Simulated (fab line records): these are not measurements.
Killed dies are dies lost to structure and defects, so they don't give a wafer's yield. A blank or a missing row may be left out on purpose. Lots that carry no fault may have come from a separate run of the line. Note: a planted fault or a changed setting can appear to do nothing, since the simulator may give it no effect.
A struck lot beside a sound one / flow n5 finfet / 15 out of 1938 route steps
Sound: the wafers L321.1, L321.4, L321.6. The struck wafers were L330.2, L330.3, L330.4. The cause is named last.
Each step with rows lists, per side, the tool, then ch with its chambers, then its first start. Under that, the readings that differ: sound wafers / struck wafers / difference of the means / sigmas: that difference in standard deviations of wafers without a fault.
alike: a reading whose means differ by less than 2 such deviations, as well as words and numbers matching on both sides. not compared: withheld readings; readings where some wafer has no value; bounds like >300 that might hide an equal value; numbers whose values overlap and for which the record gives no deviation.
A row with sigmas, a row that says differs or no value, or rows on one side alone: a step with any of these is where the two part. When numbers do not overlap yet have no deviation, they are printed without sigmas and do not part them. Lack of a reading on every wafer of one side parts them only where that side has two or more wafers.

N5_MOL_CONTACT_COAG_INSPECT_97: inspects for defects (darkfield).
  sound on defect inspect-01 at day 8 04:28; struck on defect inspect-02 at day 10 17:32
  alike: raw defect count
N5_BEOL_M0_SAQP_PECVD_00: deposits SiCN from 3MS/NH3, target thk 8 nm, time 14 s.
  sound on pecvd-04 ch 0,1,2, day 8 04:48; struck on pecvd-01 ch 1,2, day 10 17:51
reading=showerhead vpp V (V); sound=900 891 871; struck=814 822 833; difference=-64; sigmas=-2
  alike: showerhead plenum p Torr, throttle valve pct
N5_BEOL_M0_SAQP_ILD_DEP_01: deposits SiOC from DEMS/O2, target thk 45.419 nm, time 8.7 s.
  sound on pecvd-04 ch 0,1,2, day 8 04:50; struck on pecvd-01 ch 1,2, day 10 17:53
reading=showerhead vpp V (V); sound=1426 1410 1370; struck=1310 1299 1282; difference=-105; sigmas=-2
  alike: heater power w, showerhead plenum p Torr, throttle valve pct
then, 3 steps without rows for these wafers: N5_BEOL_M0_SAQP_HM_DEP_02 (deposits TiN, target thk 12 nm); N5_BEOL_M0_SAQP_PECVD_03 (deposits SiCN from 3MS/NH3, target thk 12 nm, time 21.1 s); N5_BEOL_M0_SAQP_PECVD_96 (deposits a-Si from SiH4/He, target thk 45 nm, time 45.2 s).
N5_BEOL_M0_SAQP_PECVD_97: deposits SiNx from SiH4/NH3/N2, target thk 23 nm, time 19.9 s.
  sound on pecvd-01 ch 1,2, day 8 05:10; struck on pecvd-04 ch 0,1,2, day 10 18:38
reading=showerhead plenum p Torr (Torr); sound=5.03 5.02 5.12; struck=5.16 5.09 5.20; difference=+0.09; sigmas=+2
reading=showerhead vpp V (V); sound=1022 1002 1006; struck=1129 1057 1100; difference=+85; sigmas=+3
  alike: heater power w, throttle valve pct
N5_BEOL_M0_SAQP_PECVD_04: deposits a-Si from SiH4/He, target thk 60 nm, time 60.2 s.
  sound on pecvd-01 ch 1,2, day 8 05:13; struck on pecvd-04 ch 0,1,2, day 10 18:41
reading=showerhead vpp V (V); sound=578 590 590; struck=643 616 619; difference=+40; sigmas=+2
  alike: heater power w, showerhead plenum p Torr, throttle valve pct
N5_BEOL_M0_SAQP_THK_MEAS_05:
  sound on film metro-02 at day 8 05:18; struck on film metro-01 at day 10 18:55
  alike: thk nm
N5_BEOL_M0_SAQP_HM_DEP_111: deposits SiO2 from SiH4/N2O, target thk 12 nm, time 7.2 s.
  sound on pecvd-04 ch 0,2, day 8 05:20; struck on pecvd-04 ch 1,2, day 10 18:58
  alike: heater power w, showerhead plenum p Torr, showerhead vpp V
then, 1 step without rows for these wafers: N5_BEOL_M0_SAQP_COAT_81 (time 60 s, resist thk 100 nm).
N5_BEOL_M0_SAQP_COAT_82: time 60 s, resist thk 30 nm.
  sound on litho track-02 ch 0, day 8 05:25; struck on litho track-05 ch 0, day 10 19:02
reading=run length s (s); sound=66.2 66.3 66.1; struck=78.4 78.4 78.1; difference=+12.1; sigmas=+38
then, 1 step without rows for these wafers: N5_BEOL_M0_SAQP_COAT_08 (resist thk 90 nm).
-- record jumps: 2 days separate the struck wafers' starts on either side; left off in module BEOL_M0_SAQP, taken up again in module BEOL_M4, whose first shown step is the route's number 1111 --
N5_BEOL_M4_RC_MEAS_101:
  sound on prober-01 ch 0, day 10 11:14; struck on prober-02 ch 0, day 12 23:08
  alike: DIBL_N, DIBL_P, IOFF_N, IOFF_P, ION_N, ION_P, SS_N, SS_P, VT_N, VT_P
N5_PASSIVATION_PROBE_49:
  the record holds rows for the sound wafers here (prober-01, day 14 23:10) but none for the struck ones

WHERE THEY PART
Earliest at N5_BEOL_M0_SAQP_PECVD_00; latest, in this record, at N5_PASSIVATION_PROBE_49.

WHY: what the simulator had put in
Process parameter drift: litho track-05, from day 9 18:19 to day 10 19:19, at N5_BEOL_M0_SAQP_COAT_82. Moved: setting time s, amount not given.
